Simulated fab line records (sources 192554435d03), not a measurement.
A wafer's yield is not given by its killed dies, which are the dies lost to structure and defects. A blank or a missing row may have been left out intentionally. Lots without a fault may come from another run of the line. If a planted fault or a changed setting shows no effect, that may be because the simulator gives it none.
Matching of chambers    flow n5 finfet    3 sister chambers for N5_BEOL_M6_DEP_56 on pecvd-01
The step deposits SiCN from 3MS/NH3, target thk 10 nm, time 17.5 s. 20 wafers are shown with their chamber, then 10 later ones without.

## WAFERS WITH THEIR CHAMBER
wafer   chamber  throttle valve pct (%)  showerhead plenum p Torr (Torr)
L077.1  0        8.6                     3.656
L077.2  1        8.4                     3.665
L077.5  0        8.9                     3.663
L076.2  2        9.1                     3.662
L076.5  2        9.0                     3.664
L076.6  1        8.4                     3.666
L078.1  2        9.2                     3.656
L078.2  0        9.0                     3.655
L078.6  2        9.1                     3.661
L080.1  1        8.4                     3.666
L080.3  0        8.6                     3.661
L080.5  0        8.9                     3.664
L085.1  2        9.1                     3.655
L085.3  2        9.3                     3.663
L085.6  1        8.3                     3.676
L087.1  0        8.5                     3.657
L087.4  1        8.2                     3.666
L087.6  0        8.9                     3.655
L091.4  0        8.8                     3.665
L091.5  1        8.4                     3.664

SIGNATURES (means of the wafers above)
reading                   chamber 0  chamber 1  chamber 2  scatter within a chamber
throttle valve pct        8.775      8.350      9.133      0.138
showerhead plenum p Torr  3.65950    3.66717    3.66017    0.00414
Rule: distance of a wafer from a chamber = root of the sum over the readings of ((wafer's reading minus chamber's mean) / reading's scatter) squared. The wafer belongs to the nearest chamber; if the next one is less than 2 further off, it can't be placed. The scatter: take each reading less its chamber's mean, square it, sum over the shown wafers, divide by the number of wafers less the number of chambers, and take the root.

## WAFERS WHOSE CHAMBER IS MISSING
wafer   throttle valve pct (%)  showerhead plenum p Torr (Torr)
L091.6  9.2                     3.664
L092.2  8.9                     3.653
L092.3  9.3                     3.656
L092.5  8.4                     3.670
L093.3  9.1                     3.668
L093.5  8.4                     3.653
L093.6  9.2                     3.663
L096.3  9.2                     3.664
L096.5  9.1                     3.674
L096.6  9.2                     3.670

## WHICH CHAMBER EACH ONE RAN IN
wafer   from the rows above      in truth
L091.6  2                        2
L092.2  can't be placed: 0 or 2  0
L092.3  2                        2
L092.5  1                        1
L093.3  can't be placed: 2 or 0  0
L093.5  can't be placed: 0 or 1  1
L093.6  2                        2
L096.3  2                        2
L096.5  can't be placed: 2 or 0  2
L096.6  can't be placed: 2 or 0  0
Correct placement for 5 of the 10. Not placeable from these rows: 5 (in 5, the candidates include the true chamber). Placed wrongly: 0.
